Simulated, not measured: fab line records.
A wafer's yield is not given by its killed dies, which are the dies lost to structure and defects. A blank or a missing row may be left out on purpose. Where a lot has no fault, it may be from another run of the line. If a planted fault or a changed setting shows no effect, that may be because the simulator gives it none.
Matching of chambers    flow n5_finfet    4 sister chambers for N5_BEOL_M11_ALD_74 on ald_metal-02
The step deposits TaN, target thk 2 nm, pulse time 2 s, purge time 3 s. 14 wafers are shown with their chamber, then 7 later ones without.

WAFERS, EACH WITH ITS CHAMBER
wafer   chamber  heater_power_w (W)
L762.3  3        423
L762.5  0        490
L762.6  3        425
L767.3  2        360
L767.4  3        422
L767.6  2        368
L768.1  1        381
L768.4  3        433
L768.6  1        378
L772.1  0        485
L772.3  3        426
L772.6  1        378
L773.3  3        436
L773.4  2        372

SIGNATURES (averages over the wafers above)
reading         chamber 0  chamber 1  chamber 2  chamber 3  scatter within a chamber
heater_power_w  487.50     379.00     366.67     427.50     5.05
Rule: a wafer lies at a distance from a chamber equal to the root of the sum of squares, over the readings, of (its reading less the chamber's mean, divided by the reading's scatter). The wafer belongs to the nearest chamber; if the next one is less than 2 further off, it can't be placed. The scatter: the root of (the sum of the squares of (reading less its chamber's mean) over the shown wafers, divided by (wafers less chambers)).

WAFERS WITH NO CHAMBER GIVEN
wafer   heater_power_w (W)
L773.6  426
L774.2  423
L774.4  376
L774.6  488
L779.2  380
L779.3  368
L779.5  385

EACH ONE'S CHAMBER
wafer   from the rows above      in truth
L773.6  3                        3
L774.2  3                        3
L774.4  can't be placed: 1 or 2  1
L774.6  0                        0
L779.2  1                        1
L779.3  can't be placed: 2 or 1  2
L779.5  1                        1
Correct placement for 5 of the 7. Can't be placed from these rows: 2 (the true chamber is among the candidates in 2). 0 placed wrongly.
